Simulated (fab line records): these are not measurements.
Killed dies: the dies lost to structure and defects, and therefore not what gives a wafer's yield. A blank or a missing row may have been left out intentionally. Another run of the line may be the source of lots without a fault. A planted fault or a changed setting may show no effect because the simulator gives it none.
Split-lot experiment | flow n5Finfet | route with 1938 steps; 7 lots, 21 wafers read

== ON THE SPLIT ==
At N5_BEOL_M5_VIA_ETCH_34 (etches SiCOH lowk in C4F6/O2, target depth 88.3 nm, time 39.2 s), the setting biasW was moved away from the recipe's 185 W on 6 of the 21 wafers read, by -15.3% to +7.1%. The other wafers ran this setting at the recipe's value.

The split's own step is where the reading is taken.

== THE READING ==
rfVppV, in V, at N5_BEOL_M5_VIA_ETCH_34 (etches SiCOH lowk in C4F6/O2, target depth 88.3 nm, time 39.2 s). Typical for fault-free wafers on this fab line: 667 V, with standard deviation 14 V.

wafer  | tool, chamber at the split | biasW as run, W | against the recipe | rfVppV, V | against lot-mates on the recipe
L077.2 | rieDiel-06, 3              | 185             | recipe             | 669       | -
L077.5 | rieDiel-06, 0              | 163.3           | -11.7%             | 608       | -61
L077.6 | rieDiel-06, 1              | 163.3           | -11.7%             | 584       | -85
L080.2 | rieDiel-05, 1              | 185             | recipe             | 685       | -
L080.3 | rieDiel-05, 2              | 193.9           | +4.8%              | 687       | +2
L080.5 | rieDiel-05, 1              | 185             | recipe             | 685       | -
L083.1 | rieDiel-05, 1              | 185             | recipe             | 684       | -
L083.2 | rieDiel-05, 2              | 185             | recipe             | 663       | -
L083.6 | rieDiel-05, 0              | 185             | recipe             | 667       | -
L087.2 | rieDiel-05, 0              | 185             | recipe             | 666       | -
L087.3 | rieDiel-05, 3              | 185             | recipe             | 681       | -
L087.6 | rieDiel-05, 0              | 198.1           | +7.1%              | 702       | +28
L088.3 | rieDiel-03, 1              | 185             | recipe             | 652       | -
L088.4 | rieDiel-03, 0              | 156.7           | -15.3%             | 599       | -47
L088.5 | rieDiel-03, 2              | 185             | recipe             | 640       | -
L093.2 | rieDiel-05, 0              | 160.8           | -13.1%             | 596       | -67
L093.4 | rieDiel-05, 2              | 185             | recipe             | 662       | -
L093.6 | rieDiel-05, 2              | 185             | recipe             | 664       | -
L095.2 | rieDiel-06, 1              | 185             | recipe             | 647       | -
L095.4 | rieDiel-06, 3              | 185             | recipe             | 669       | -
L095.5 | rieDiel-06, 2              | 185             | recipe             | 679       | -

THE FIT
A straight line over all 21 wafers: rfVppV changes by +5.26 V for each +1% of biasW; r = +0.92; the points scatter about the line by 13 V.
The same after taking each lot's own level away (the mean of its wafers on the recipe; 21 wafers): +4.55 V for each +1%; r = +0.91; scatter 12 V.
That fit puts the effect of the largest move of biasW on the reading at 70 V.
From 646.0 to 685.0 V: that is the span of the lots' own levels, equal to 2.8 times the standard deviation above.
Hence the slope depends on the lot-to-lot level, as the two fits are not the same.
Check: with one of the wafers moved furthest among these (-15.3%) left out of the fit, the line predicts -83.2 V for it against its lot-mates. Against them it came out at -47 V.
Tool readings at the split's step, against how far the setting was moved: rfVppV r = +0.92.

== THE OTHER SPLITS THESE WAFERS WENT THROUGH ==
Before the reading, these wafers also passed through other splits. Each is held against what the fit with the lots' levels taken away leaves over:
other split on the same wafers | wafers away from the commonest value | r with rfVppV (lot level and that fit taken away)
N5_BEOL_M4_PECVD_72 timeS      | 7                                    | +0.20

== THE FILE'S OWN FIT ==
rfVppV changes by +4.34 V for each +1% of biasW, r = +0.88.
